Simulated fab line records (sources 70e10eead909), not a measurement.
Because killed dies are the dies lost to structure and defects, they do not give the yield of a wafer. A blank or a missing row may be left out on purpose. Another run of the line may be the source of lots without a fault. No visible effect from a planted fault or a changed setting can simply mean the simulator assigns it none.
Chamber matching -- flow nand-harc -- pecvd-03 running NHARC_A_STAIRCASE_DEP_151: 3 sister chambers
The step deposits SiO2, target thk 7200 nm. 6 wafers are shown with their chamber, then 9 later ones without.

## EACH WAFER AND ITS CHAMBER
wafer,chamber,heater-power-outer-w (W),heater-power-w (W)
L085.1,1,401,660
L091.4,2,390,670
L091.5,0,258,571
L092.4,1,367,636
L092.5,0,256,559
L092.6,2,371,668

## WAFERS WHOSE CHAMBER IS MISSING
wafer,heater-power-outer-w (W),heater-power-w (W)
L094.2,371,733
L094.4,374,669
L094.5,263,584
L093.2,331,667
L093.4,369,618
L093.6,382,687
L095.1,370,693
L095.2,437,706
L095.5,263,584

## WHICH CHAMBER EACH WENT THROUGH
wafer,from the rows above,in truth
L094.2,can't be placed: 2 or 1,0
L094.4,can't be placed: 2 or 1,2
L094.5,0,0
L093.2,can't be placed: 2 or 1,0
L093.4,can't be placed: 1 or 2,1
L093.6,can't be placed: 2 or 1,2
L095.1,can't be placed: 2 or 1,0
L095.2,can't be placed: 2 or 1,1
L095.5,0,0
Correctly placed: 2 of 9. Not placeable from these rows: 7 (in 4, the candidates include the true chamber). Number placed wrongly: 0.
How it was worked out, from the rows above alone: a wafer's distance from a chamber is the root of the sum, over the readings, of the square of ((its reading less the chamber's mean) divided by the reading's scatter). The wafer belongs to the nearest chamber; if the next one is less than 2 further off, it can't be placed. A chamber's mean is the mean of its shown wafers. How the scatter is found: for the shown wafers, subtract from each reading the mean of its chamber, square and add these, divide the total by (wafers less chambers), then take the root.
